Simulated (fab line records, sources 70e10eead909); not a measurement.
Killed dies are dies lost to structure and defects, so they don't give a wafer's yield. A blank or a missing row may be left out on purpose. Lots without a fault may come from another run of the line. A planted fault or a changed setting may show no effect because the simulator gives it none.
fab line records | flow nand_harc
record lots=24 wafers=72 last_day=24
route steps=1159 shown A_CONTACT@908
lots that met no fault: from a run of the same line without faults
start_h: hours from the record's first day to the start of the lot's first wafer shown | wait_h: hours since the lot's step before | " the same as in the row above | L1.1+2: a row that stands for several wafers | - no value, or no start given | * or withheld: withheld | < > ~ a bound
route shown NAME@n: a module of which the file shows steps, and the number in the route of the first | usual: mean/standard deviation of fault-free wafers | same: alike in all rows | chamber/n: place in a boat | sites: the reading at each site | _std_site: their standard deviation | _edge_site: outer sites' mean less inner sites' | radius_mm: how far each site lies from the wafer's centre | mask NAME#n: copy n | behind: the tool/chamber that last shaped the wafer | hold: why the lot was held/for how many hours/how that ended | device: the transistor (n, p or np) that didn't switch | end of line: the same wafers' tests at the end of the route | a step without rows: its recipe alone | killed: dies lost to structure and defects at the first sort, not the wafer's yield | map: a wafer's dies, x killed, . not, _ none there
set.NAME: the setting as run; set.NAME@STEP: as run at that earlier step | model.NAME: the simulator's own value behind a step, which no gauge read
steps of the route over a sample of lots; a table a step, a row a wafer
services: from which hour (start_h, from the record's first day; less than 0 if before it) a tool's chamber was out of use, for how many hours, and why
## steps
# step NHARC_A_CONTACT_ETCH_128
# recipe source_w=withheld pressure_mtorr=20 bias_v=1200 time_s=155 target_depth_a=9560 ar_flow_sccm=withheld c4f8_flow_sccm=withheld o2_flow_sccm=withheld chemistry=C4F8/O2/Ar
# columns lot.wafer tool chamber start_h wait_h rf_hours_counter_h
L075.1 har_cap_etch-03 0 379.61 0.1 83
L075.3 " 0 " " -
L075.5 " 0 " " -
L074.2 har_cap_etch-02 1 381.15 0.1 13
L074.1 " 0 " " 13
L074.6 " 0 " " -
L076.2 har_cap_etch-01 1 395.03 0.1 61
L076.3 " 1 " " -
L076.5 " 0 " " -
L077.2 har_cap_etch-03 1 397.06 0.1 86
L077.4 " 0 " " -
L077.5 " 1 " " -
L078.2 har_cap_etch-01 0 408.09 0.1 63
L078.6 " 0 " " -
L078.5 " 1 " " -
L079.3 har_cap_etch-03 1 412.36 0.1 -
L079.4 " 0 " " -
L079.5 " 0 " " -
L080.1 har_cap_etch-01 1 422.27 0.1 65
L080.4 " 0 " " -
L080.5 " 1 " " -
L081.2 har_cap_etch-03 1 425.73 0.1 91
L081.4 " 1 " " -
L081.6 " 0 " " -
L084.2 har_cap_etch-02 1 439.49 0.1 22
L084.4 " 0 " " -
L084.5 " 1 " " -
L085.3 har_cap_etch-01 1 443.11 0.1 -
L085.4 " 0 " " -
L085.6 " 1 " " -
L083.3 har_cap_etch-03 1 445.12 0.1 -
L083.6 " 1 " " -
L083.5 " 0 " " -
L082.1 har_cap_etch-02 0 445.23 0.1 23
L082.4 " 0 " " -
L082.6 " 0 " " -
L087.2 har_cap_etch-01 0 458.97 0.1 72
L087.1 " 1 " " 72
L087.3 " 0 " " -
L086.2 har_cap_etch-03 0 460.32 0.2 97
L086.4 " 1 " " -
L086.5 " 1 " " -
L088.2 har_cap_etch-01 0 473.29 0.1 74
L088.4 " 0 " " -
L088.5 " 0 " " -
L089.4 har_cap_etch-03 1 473.62 0.1 -
L089.3 " 0 " " -
L089.6 " 1 " " -
L090.2 har_cap_etch-01 0 486.69 0.1 77
L090.4 " 0 " " -
L090.6 " 0 " " -
L091.2 har_cap_etch-02 0 487.67 0.1 30
L091.1 " 1 " " 30
L091.5 " 0 " " -
L092.1 har_cap_etch-03 1 493.21 0.1 103
L092.4 " 0 " " -
L092.3 " 1 " " -
L093.2 har_cap_etch-02 0 509.02 0.1 33
L093.4 " 1 " " -
L093.5 " 1 " " -
L095.2 har_cap_etch-01 0 510.25 0.1 81
L095.6 " 0 " " -
L095.5 " 1 " " -
L094.4 har_cap_etch-03 0 512.28 0.1 -
L094.3 " 1 " " -
L094.5 " 1 " " -
L096.1 har_cap_etch-03 1 514.05 0.1 108
L096.3 " 0 " " -
L096.5 " 1 " " -
L097.1 har_cap_etch-03 1 524.65 0.1 110
L097.2 " 0 " " 110
L097.5 " 1 " " -
# step NHARC_A_CONTACT_ETCH_130
# recipe source_w=withheld pressure_mtorr=20 bias_v=1200 time_s=155 target_depth_a=9560 ar_flow_sccm=withheld c4f8_flow_sccm=withheld o2_flow_sccm=withheld chemistry=C4F8/O2/Ar
# columns lot.wafer tool chamber start_h wait_h rf_hours_counter_h
L075.1 har_cap_etch-03 0 379.90 0.1 83
L075.3 " 0 " " -
L075.5 " 0 " " -
L074.2 har_cap_etch-02 1 381.43 0.1 13
L074.1 " 0 " " 13
L074.6 " 0 " " -
L076.2 har_cap_etch-01 1 395.31 0.1 61
L076.3 " 1 " " -
L076.5 " 0 " " -
L077.2 har_cap_etch-03 1 397.35 0.1 87
L077.4 " 0 " " -
L077.5 " 1 " " -
L078.2 har_cap_etch-01 0 408.38 0.1 63
L078.6 " 0 " " -
L078.5 " 1 " " -
L079.3 har_cap_etch-03 1 412.64 0.1 -
L079.4 " 0 " " -
L079.5 " 0 " " -
L080.1 har_cap_etch-01 1 422.56 0.1 66
L080.4 " 0 " " -
L080.5 " 1 " " -
L081.2 har_cap_etch-03 1 426.01 0.1 91
L081.4 " 1 " " -
L081.6 " 0 " " -
L084.2 har_cap_etch-02 1 439.78 0.1 22
L084.4 " 0 " " -
L084.5 " 1 " " -
L085.3 har_cap_etch-01 1 443.39 0.1 -
L085.4 " 0 " " -
L085.6 " 1 " " -
L083.3 har_cap_etch-03 1 445.40 0.1 -
L083.6 " 1 " " -
L083.5 " 0 " " -
L082.1 har_cap_etch-02 0 445.52 0.1 23
L082.4 " 0 " " -
L082.6 " 0 " " -
L087.2 har_cap_etch-01 0 459.25 0.1 72
L087.1 " 1 " " 72
L087.3 " 0 " " -
L086.2 har_cap_etch-03 0 460.69 0.2 98
L086.4 " 1 " " -
L086.5 " 1 " " -
L088.2 har_cap_etch-01 0 473.57 0.1 75
L088.4 " 0 " " -
L088.5 " 0 " " -
L089.4 har_cap_etch-03 1 473.90 0.1 -
L089.3 " 0 " " -
L089.6 " 1 " " -
L090.2 har_cap_etch-01 0 486.98 0.1 77
L090.4 " 0 " " -
L090.6 " 0 " " -
L091.2 har_cap_etch-02 0 487.96 0.1 30
L091.1 " 1 " " 30
L091.5 " 0 " " -
L092.1 har_cap_etch-03 1 493.50 0.1 104
L092.4 " 0 " " -
L092.3 " 1 " " -
L093.2 har_cap_etch-02 0 509.30 0.1 33
L093.4 " 1 " " -
L093.5 " 1 " " -
L095.2 har_cap_etch-01 0 510.53 0.1 82
L095.6 " 0 " " -
L095.5 " 1 " " -
L094.4 har_cap_etch-03 0 512.57 0.1 -
L094.3 " 1 " " -
L094.5 " 1 " " -
L096.1 har_cap_etch-03 1 514.34 0.1 108
L096.3 " 0 " " -
L096.5 " 1 " " -
L097.1 har_cap_etch-03 1 524.93 0.1 111
L097.2 " 0 " " 111
L097.5 " 1 " " -
# step NHARC_A_CONTACT_ETCH_132
# recipe source_w=withheld pressure_mtorr=20 bias_v=1200 time_s=156 target_depth_a=9580 ar_flow_sccm=withheld c4f8_flow_sccm=withheld o2_flow_sccm=withheld chemistry=C4F8/O2/Ar
# columns lot.wafer tool chamber start_h wait_h rf_hours_counter_h
L075.1 har_cap_etch-03 0 380.18 0.1 83
L075.3 " 0 " " -
L075.5 " 0 " " -
L074.2 har_cap_etch-02 1 381.71 0.1 14
L074.1 " 0 " " 14
L074.6 " 0 " " -
L076.2 har_cap_etch-01 1 395.60 0.1 61
L076.3 " 1 " " -
L076.5 " 0 " " -
L077.2 har_cap_etch-03 1 397.63 0.1 87
L077.4 " 0 " " -
L077.5 " 1 " " -
L078.2 har_cap_etch-01 0 408.66 0.1 63
L078.6 " 0 " " -
L078.5 " 1 " " -
L079.3 har_cap_etch-03 1 412.92 0.1 -
L079.4 " 0 " " -
L079.5 " 0 " " -
L080.1 har_cap_etch-01 1 422.84 0.1 66
L080.4 " 0 " " -
L080.5 " 1 " " -
L081.2 har_cap_etch-03 1 426.29 0.1 92
L081.4 " 1 " " -
L081.6 " 0 " " -
L084.2 har_cap_etch-02 1 440.06 0.1 22
L084.4 " 0 " " -
L084.5 " 1 " " -
L085.3 har_cap_etch-01 1 443.68 0.1 -
L085.4 " 0 " " -
L085.6 " 1 " " -
L083.3 har_cap_etch-03 1 445.68 0.1 -
L083.6 " 1 " " -
L083.5 " 0 " " -
L082.1 har_cap_etch-02 0 445.80 0.1 24
L082.4 " 0 " " -
L082.6 " 0 " " -
L087.2 har_cap_etch-01 0 459.54 0.1 72
L087.1 " 1 " " 72
L087.3 " 0 " " -
L086.2 har_cap_etch-03 0 461.07 0.2 98
L086.4 " 1 " " -
L086.5 " 1 " " -
L088.2 har_cap_etch-01 0 473.91 0.2 75
L088.4 " 0 " " -
L088.5 " 0 " " -
L089.4 har_cap_etch-03 1 474.19 0.1 -
L089.3 " 0 " " -
L089.6 " 1 " " -
L090.2 har_cap_etch-01 0 487.26 0.1 77
L090.4 " 0 " " -
L090.6 " 0 " " -
L091.2 har_cap_etch-02 0 488.24 0.1 30
L091.1 " 1 " " 30
L091.5 " 0 " " -
L092.1 har_cap_etch-03 1 493.78 0.1 104
L092.4 " 0 " " -
L092.3 " 1 " " -
L093.2 har_cap_etch-02 0 509.58 0.1 33
L093.4 " 1 " " -
L093.5 " 1 " " -
L095.2 har_cap_etch-01 0 510.82 0.1 82
L095.6 " 0 " " -
L095.5 " 1 " " -
L094.4 har_cap_etch-03 0 512.85 0.1 -
L094.3 " 1 " " -
L094.5 " 1 " " -
L096.1 har_cap_etch-03 1 514.62 0.1 108
L096.3 " 0 " " -
L096.5 " 1 " " -
L097.1 har_cap_etch-03 1 525.22 0.1 111
L097.2 " 0 " " 111
L097.5 " 1 " " -
# step NHARC_A_CONTACT_ETCH_91
# recipe target_depth_a=400 over_etch_frac=0.5 time_s=85.7 ion_energy_ev=120 ch3f_flow_sccm=50 o2_flow_sccm=30 ar_flow_sccm=200 rf_w=500 bias_w=100 chemistry=CH3F/O2
# usual drypump_motor_current_A=5.7/0.46 oes_product_au=0.94/0.032 rf_vpp_V=244.3/1.8 showerhead_plenum_p_Torr=2.45/0.12 throttle_valve_pct=20.664/0.0092
# columns lot.wafer tool chamber start_h wait_h drypump_motor_current_A oes_product_au rf_hours_counter_h rf_vpp_V showerhead_plenum_p_Torr throttle_valve_pct
L075.1 rie_diel-09 2 380.88 0.5 5.7 0.93 48 246.1 2.52 20.663
L075.3 " 0 " " 6.4 0.92 47 245.6 2.50 20.678
L075.5 " 2 " " 5.6 0.93 - 246.3 2.52 20.667
L074.2 rie_diel-09 0 382.42 0.5 6.4 0.92 47 245.4 2.50 20.668
L074.1 " 3 " " 5.6 0.91 50 244.8 2.57 20.669
L074.6 " 1 " " 5.0 0.94 - 242.4 2.30 20.683
L076.3 rie_diel-01 0 396.28 0.4 5.7 0.92 16 248.2 2.65 20.663
L076.2 " 1 " " 6.1 0.92 14 243.8 2.33 20.663
L076.5 " 1 " " 6.0 0.91 - 242.8 2.33 20.665
L077.2 rie_diel-01 0 398.38 0.6 5.7 0.93 16 246.6 2.65 20.655
L077.5 " 1 " " 6.1 0.91 - 242.6 2.33 20.668
L077.4 " 0 " " 5.7 0.92 - 247.9 2.65 20.665
L078.2 rie_diel-01 1 409.37 0.5 6.0 0.99 16 243.4 2.33 20.667
L078.6 " 1 " " 6.1 0.99 - 243.8 2.33 20.653
L078.5 " 3 " " 6.2 1.01 - 243.2 2.42 20.661
L079.3 rie_diel-09 1 413.60 0.4 5.1 0.93 57 241.2 2.29 20.660
L079.4 " 3 " " 5.6 0.93 62 246.1 2.56 20.646
L079.5 " 1 " " 5.0 0.93 - 243.7 2.29 20.650
L080.4 rie_diel-01 3 423.56 0.4 6.2 0.93 22 243.3 2.42 20.667
L080.1 " 0 " " 5.7 0.92 21 246.4 2.65 20.672
L080.5 " 3 " " 6.2 0.92 - 244.1 2.42 20.666
L081.2 rie_diel-09 0 426.98 0.5 6.4 0.92 63 244.7 2.50 20.664
L081.4 " 1 " " 5.0 0.93 61 240.9 2.29 20.656
L081.6 " 1 " " 5.0 0.92 - 243.7 2.29 20.653
L084.2 rie_diel-01 3 440.78 0.5 6.2 0.92 26 243.3 2.42 20.668
L084.4 " 1 " " 6.0 0.92 23 243.0 2.33 20.669
L084.5 " 3 " " 6.2 0.93 - 243.5 2.42 20.677
L085.3 rie_diel-01 0 444.35 0.4 5.7 0.91 26 246.7 2.65 20.675
L085.4 " 2 " " 5.6 0.92 19 242.4 2.40 20.658
L085.6 " 3 " " 6.2 0.93 - 243.9 2.42 20.677
L083.3 rie_diel-03 1 446.34 0.4 4.8 1.01 22 245.6 2.55 20.661
L083.5 " 1 " " 4.7 1.01 - 245.7 2.55 20.653
L083.6 " 2 " " 5.2 0.99 - 245.5 2.60 20.675
L082.1 rie_diel-03 2 446.51 0.5 5.2 0.92 16 246.5 2.60 20.663
L082.4 " 1 " " 4.7 0.94 22 245.3 2.55 20.639
L082.6 " 3 " " 5.3 0.92 - 241.9 2.29 20.657
L087.3 rie_diel-03 1 460.25 0.4 4.7 0.92 27 246.4 2.54 20.675
L087.1 " 3 " " 5.3 0.91 20 241.1 2.29 20.672
L087.2 " 0 " " 5.8 0.92 12 245.7 2.49 20.654
L086.4 rie_diel-01 2 461.92 0.4 5.6 0.98 22 244.1 2.40 20.664
L086.2 " 1 " " 6.0 1.00 28 241.6 2.33 20.668
L086.5 " 2 " " 5.6 1.00 - 244.6 2.40 20.667
L088.2 rie_diel-01 2 474.72 0.5 5.6 0.93 24 243.9 2.40 20.658
L088.4 " 1 " " 6.1 0.93 30 241.2 2.32 20.660
L088.5 " 2 " " 5.6 0.92 - 244.3 2.40 20.669
L089.3 rie_diel-01 3 474.85 0.4 6.2 0.92 33 243.5 2.42 20.669
L089.4 " 2 " " 5.6 0.92 24 242.9 2.40 20.672
L089.6 " 0 " " 5.7 0.93 - 248.0 2.65 20.656
L090.2 rie_diel-09 0 487.98 0.5 6.4 1.00 19 246.0 2.49 20.639
L090.4 " 1 " " 5.0 0.99 18 241.1 2.28 20.675
L090.6 " 0 " " 6.4 1.00 - 244.3 2.49 20.659
L091.1 rie_diel-01 2 488.95 0.5 5.6 1.00 27 243.7 2.39 20.673
L091.2 " 1 " " 6.0 0.99 33 241.4 2.32 20.641
L091.5 " 3 " " 6.2 1.01 - 244.3 2.41 20.669
L092.3 rie_diel-09 1 494.56 0.5 5.0 0.92 20 242.0 2.28 20.652
L092.1 " 2 " " 5.6 0.92 20 245.1 2.50 20.664
L092.4 " 0 " " 6.4 0.92 22 245.7 2.49 20.674
L093.2 rie_diel-03 3 510.28 0.5 5.3 0.93 36 241.8 2.28 20.675
L093.4 " 0 " " 5.7 0.92 30 244.2 2.49 20.659
L093.5 " 3 " " 5.3 0.93 - 243.3 2.28 20.659
L095.2 rie_diel-01 0 511.57 0.6 5.7 0.92 2 246.2 2.64 20.649
L095.5 " 1 " " 6.1 0.92 - 243.4 2.32 20.660
L095.6 " 2 " " 5.6 0.92 - 243.8 2.39 20.649
L094.4 rie_diel-03 0 513.52 0.4 5.8 0.92 32 244.4 2.49 20.672
L094.3 " 2 " " 5.2 0.91 40 246.1 2.59 20.666
L094.5 " 3 " " 5.3 0.92 - 241.7 2.28 20.682
L096.1 rie_diel-03 3 515.32 0.5 5.3 0.92 39 241.4 2.28 20.666
L096.3 " 0 " " 5.8 0.92 32 243.2 2.48 20.646
L096.5 " 3 " " 5.3 0.93 - 241.8 2.28 20.657
L097.1 rie_diel-03 0 525.94 0.5 5.8 0.92 37 244.2 2.48 20.665
L097.2 " 2 " " 5.2 0.92 43 245.7 2.59 20.658
L097.5 " 3 " " 5.3 0.93 - 241.8 2.28 20.659
# step NHARC_A_CONTACT_DEP_84
# recipe target_thk_a=20000 temp_c=400 material=aC
# usual throttle_valve_pct=35.000/0.0098
# columns lot.wafer tool chamber start_h wait_h throttle_valve_pct
L075.1 acl_dep-01 0 383.66 - 34.997
L075.3 " 0 " " 34.997
L075.5 " 0 " " 34.985
L074.1 acl_dep-01 0 384.93 - 35.002
L074.2 " 0 " " 35.007
L074.6 " 0 " " 35.009
L076.2 acl_dep-03 0 398.50 - 34.987
L076.3 " 0 " " 34.985
L076.5 " 0 " " 35.002
L077.2 acl_dep-01 0 400.01 - 34.989
L077.4 " 0 " " 34.993
L077.5 " 0 " " 34.989
L078.2 acl_dep-01 0 411.16 - 35.002
L078.5 " 0 " " 35.013
L078.6 " 0 " " 35.010
L079.3 acl_dep-01 0 416.26 - 35.015
L079.4 " 0 " " 34.997
L079.5 " 0 " " 35.007
L080.1 acl_dep-02 0 424.84 - 35.010
L080.4 " 0 " " 34.993
L080.5 " 0 " " 35.000
L081.2 acl_dep-01 0 429.75 - 35.000
L081.4 " 0 " " 34.998
L081.6 " 0 " " 34.999
L084.2 acl_dep-02 0 442.42 - 35.011
L084.4 " 0 " " 35.004
L084.5 " 0 " " 35.004
L085.3 acl_dep-02 0 449.12 - 34.991
L085.4 " 0 " " 34.990
L085.6 " 0 " " 35.017
L082.1 acl_dep-02 0 449.94 - 35.001
L082.4 " 0 " " 34.995
L082.6 " 0 " " 34.999
L083.3 acl_dep-03 0 449.97 - 35.010
L083.5 " 0 " " 35.010
L083.6 " 0 " " 35.024
L087.1 acl_dep-03 0 461.91 - 35.000
L087.2 " 0 " " 35.010
L087.3 " 0 " " 35.003
L086.2 acl_dep-01 0 463.34 - 35.006
L086.4 " 0 " " 35.008
L086.5 " 0 " " 34.989
L088.2 acl_dep-02 0 476.19 - 34.991
L088.4 " 0 " " 34.997
L088.5 " 0 " " 35.002
L089.3 acl_dep-02 0 477.64 - 34.990
L089.4 " 0 " " 35.000
L089.6 " 0 " " 35.009
L090.2 acl_dep-02 0 490.35 - 35.009
L090.4 " 0 " " 34.972
L090.6 " 0 " " 34.995
L091.1 acl_dep-03 0 490.46 - 35.019
L091.2 " 0 " " 34.999
L091.5 " 0 " " 34.973
L092.1 acl_dep-01 0 495.74 - 35.003
L092.3 " 0 " " 35.010
L092.4 " 0 " " 35.007
L093.2 acl_dep-03 0 511.76 - 34.991
L093.4 " 0 " " 34.975
L093.5 " 0 " " 35.016
L095.2 acl_dep-03 0 514.98 - 35.011
L095.5 " 0 " " 34.998
L095.6 " 0 " " 35.005
L094.3 acl_dep-02 0 518.59 - 34.997
L094.4 " 0 " " 35.009
L094.5 " 0 " " 35.015
L096.1 acl_dep-01 0 521.72 - 35.002
L096.3 " 0 " " 35.005
L096.5 " 0 " " 34.997
L097.1 acl_dep-01 0 527.36 - 34.990
L097.2 " 0 " " 35.007
L097.5 " 0 " " 35.007
# step NHARC_A_CONTACT_ETCH_88
# recipe target_depth_a=390 over_etch_frac=0.3 time_s=65 ion_energy_ev=80 cf4_flow_sccm=150 ar_flow_sccm=0 rf_w=300 bias_w=100 chemistry=CF4
# usual drypump_motor_current_A=5.6/0.46 oes_product_au=0.997/0.009 rf_vpp_V=151.3/1.3 showerhead_plenum_p_Torr=1.77/0.081 throttle_valve_pct=13.284/0.0086
# columns lot.wafer tool chamber start_h wait_h drypump_motor_current_A oes_product_au rf_hours_counter_h rf_vpp_V showerhead_plenum_p_Torr throttle_valve_pct
L075.3 rie_diel-03 1 386.36 0.3 4.7 1.003 56 150.9 1.84 13.275
L075.1 " 2 " " 5.2 1.000 61 152.7 1.87 13.277
L075.5 " 2 " " 5.2 0.998 - 154.0 1.87 13.292
L074.2 rie_diel-09 1 387.18 0.1 5.0 1.004 47 150.8 1.66 13.288
L074.1 " 2 " " 5.6 0.997 50 152.3 1.81 13.282
L074.6 " 1 " " 5.0 1.002 - 150.6 1.66 13.284
L076.3 rie_diel-01 1 400.67 0.2 6.0 0.993 15 149.1 1.68 13.296
L076.2 " 3 " " 6.2 1.002 17 151.2 1.74 13.275
L076.5 " 1 " " 6.0 0.982 - 150.2 1.68 13.277
L077.2 rie_diel-09 3 401.92 0.1 5.6 1.014 59 151.5 1.84 13.268
L077.4 " 1 " " 5.0 0.994 53 149.5 1.65 13.275
L077.5 " 0 " " 6.4 0.996 - 150.7 1.80 13.292
L078.2 rie_diel-01 3 413.10 0.1 6.2 0.997 20 150.0 1.74 13.287
L078.6 " 3 " " 6.2 0.987 - 151.4 1.74 13.283
L078.5 " 0 " " 5.7 1.006 - 153.7 1.90 13.260
L079.3 rie_diel-01 2 418.14 0.1 5.6 0.998 13 151.5 1.73 13.285
L079.4 " 0 " " 5.7 0.997 20 153.3 1.90 13.291
L079.5 " 2 " " 5.6 0.986 - 151.2 1.73 13.296
L080.1 rie_diel-09 1 427.09 0.2 5.0 1.015 61 149.3 1.65 13.282
L080.4 " 0 " " 6.4 0.991 63 151.6 1.80 13.281
L080.5 " 2 " " 5.6 0.994 - 151.0 1.81 13.296
L081.4 rie_diel-01 0 431.85 0.1 5.7 0.990 22 152.3 1.90 13.272
L081.2 " 2 " " 5.6 0.995 16 150.9 1.73 13.283
L081.6 " 0 " " 5.7 0.998 - 153.6 1.90 13.278
L084.2 rie_diel-09 3 444.48 0.1 5.6 1.000 2 152.4 1.84 13.274
L084.4 " 0 " " 6.4 0.999 1 151.6 1.79 13.284
L084.5 " 3 " " 5.6 1.003 - 153.0 1.84 13.289
L085.3 rie_diel-01 1 450.90 0.1 6.0 0.993 26 150.9 1.68 13.296
L085.4 " 3 " " 6.2 0.987 28 151.0 1.74 13.268
L085.6 " 1 " " 6.0 0.994 - 150.2 1.68 13.300
L083.3 rie_diel-01 3 451.82 0.1 6.2 1.000 29 151.4 1.74 13.269
L083.6 " 2 " " 5.6 0.995 - 151.5 1.73 13.273
L083.5 " 3 " " 6.2 1.005 - 151.6 1.74 13.288
L082.1 rie_diel-03 0 452.20 0.1 5.7 0.995 9 152.2 1.79 13.271
L082.4 " 3 " " 5.3 0.996 17 151.1 1.65 13.282
L082.6 " 0 " " 5.8 0.996 - 148.8 1.79 13.279
L087.1 rie_diel-03 1 464.20 0.1 4.7 1.006 28 152.8 1.83 13.280
L087.3 " 2 " " 5.2 1.000 22 152.7 1.87 13.274
L087.2 " 3 " " 5.3 0.994 20 150.0 1.65 13.289
L086.2 rie_diel-09 2 465.34 0.1 5.6 0.992 9 151.7 1.80 13.285
L086.4 " 0 " " 6.4 0.996 10 151.1 1.79 13.276
L086.5 " 1 " " 5.0 1.009 - 150.5 1.65 13.283
L088.4 rie_diel-01 1 478.11 0.1 6.1 0.989 31 148.8 1.68 13.295
L088.2 " 3 " " 6.2 0.993 34 150.7 1.74 13.295
L088.5 " 2 " " 5.6 1.001 - 151.5 1.73 13.275
L089.4 rie_diel-01 1 479.50 0.1 6.0 0.990 31 149.5 1.68 13.279
L089.3 " 2 " " 5.6 0.991 25 151.7 1.73 13.265
L089.6 " 0 " " 5.7 0.996 - 151.8 1.90 13.278
L090.2 rie_diel-03 2 492.46 0.1 5.2 1.001 33 152.1 1.86 13.292
L090.4 " 1 " " 4.7 0.999 40 152.8 1.82 13.275
L090.6 " 2 " " 5.2 1.000 - 153.4 1.86 13.304
L091.1 rie_diel-09 1 492.73 0.1 5.0 1.004 20 149.1 1.65 13.279
L091.2 " 2 " " 5.6 0.985 19 150.7 1.80 13.279
L091.5 " 3 " " 5.6 1.013 - 152.4 1.83 13.285
L092.4 rie_diel-09 2 499.45 0.3 5.6 0.986 21 151.1 1.80 13.287
L092.3 " 0 " " 6.4 0.991 24 150.1 1.79 13.290
L092.1 " 1 " " 5.0 0.990 23 148.1 1.64 13.283
L093.2 rie_diel-03 1 513.82 0.1 4.7 1.022 47 152.2 1.82 13.287
L093.4 " 3 " " 5.3 1.000 38 149.4 1.64 13.282
L093.5 " 2 " " 5.2 1.014 - 152.2 1.86 13.278
L095.2 rie_diel-03 1 517.05 0.1 4.8 1.003 48 150.8 1.82 13.284
L095.5 " 0 " " 5.8 0.984 - 152.0 1.79 13.297
L095.6 " 1 " " 4.8 0.999 - 151.1 1.82 13.292
L094.3 rie_diel-03 1 520.33 0.1 4.7 1.003 50 152.0 1.82 13.272
L094.5 " 0 " " 5.7 0.988 - 150.9 1.79 13.290
L094.4 " 1 " " 4.7 1.014 - 151.8 1.82 13.279
L096.3 rie_diel-01 0 524.02 0.1 5.7 0.992 6 153.1 1.90 13.297
L096.1 " 1 " " 6.1 0.980 5 150.1 1.67 13.289
L096.5 " 3 " " 6.2 0.989 - 150.8 1.74 13.296
L097.1 rie_diel-01 0 529.60 0.1 5.7 1.001 8 151.9 1.90 13.285
L097.2 " 1 " " 6.0 0.985 7 149.4 1.67 13.279
L097.5 " 3 " " 6.2 0.994 - 151.2 1.74 13.281
## services
# columns tool chamber start_h hours kind
rie_diel-09 0 371.94 1.3 repair
rie_diel-01 0 372.84 - clean
rie_diel-01 1 372.84 - clean
rie_diel-01 2 372.84 - clean
rie_diel-01 3 372.84 - clean
rie_diel-01 2 381.19 32.8 repair
rie_diel-01 1 383.76 2.5 repair
rie_diel-03 - 392.34 9.0 pm
rie_diel-01 0 397.35 - clean
rie_diel-01 1 397.35 - clean
rie_diel-01 3 397.35 - clean
acl_dep-03 - 407.80 13.0 pm
rie_diel-03 2 408.24 2.8 repair
rie_diel-01 0 421.93 - clean
rie_diel-01 1 421.93 - clean
rie_diel-01 2 421.93 - clean
rie_diel-01 0 424.13 5.2 repair
rie_diel-09 - 432.52 9.0 pm
rie_diel-01 - 465.79 1.9 repair
acl_dep-01 - 473.26 13.0 pm
rie_diel-01 - 491.84 9.0 pm
rie_diel-03 2 513.89 7.6 repair
rie_diel-09 3 514.81 12.1 repair
rie_diel-01 - 515.86 0.1 repair
## key
fault none
